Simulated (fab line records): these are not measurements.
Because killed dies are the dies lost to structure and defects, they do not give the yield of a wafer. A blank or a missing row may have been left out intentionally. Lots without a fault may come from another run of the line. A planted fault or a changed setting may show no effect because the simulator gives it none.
Matching of chambers -- flow n5_finfet -- 4 sister chambers for N5_BEOL_M10_ETCH_62 on rie_diel-03
The step etches SOC in N2/H2, target depth 110 nm, overetch 22 nm, time 165 s. 4 wafers are shown with their chamber, then 9 later ones without.

WAFERS WITH THEIR CHAMBER
wafer,chamber,drypump_motor_current_A (A)
L077.1,2,5.6
L086.3,3,6.0
L089.2,1,6.1
L089.5,0,5.4

WAFERS WHOSE CHAMBER IS MISSING
wafer,drypump_motor_current_A (A)
L091.1,6.0
L091.2,6.2
L091.3,5.5
L093.2,6.0
L093.3,5.5
L093.4,6.1
L096.1,5.5
L096.2,5.6
L096.4,6.0

EACH ONE'S CHAMBER
wafer,from the rows above,in truth
L091.1,can't be placed: 3 or 1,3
L091.2,can't be placed: 1 or 3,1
L091.3,can't be placed: 0 or 2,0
L093.2,can't be placed: 3 or 1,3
L093.3,can't be placed: 0 or 2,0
L093.4,can't be placed: 1 or 3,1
L096.1,can't be placed: 0 or 2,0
L096.2,2,2
L096.4,can't be placed: 3 or 1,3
1 of 9 placed correctly. Unplaceable from these rows: 8, with the true chamber sitting among the candidates in 8. Wrongly placed: 0.
How it was worked out, from the rows above alone: a wafer's distance from a chamber is the root of the sum, over the readings, of the square of ((its reading less the chamber's mean) divided by the reading's scatter). The wafer belongs to the nearest chamber; if the next one is less than 2 further off, it can't be placed. The mean given for a chamber averages the wafers shown for that chamber. The scatter (one wafer shown for each chamber): square how far every hidden wafer sits from the nearest shown wafer, average those squares and take the square root.
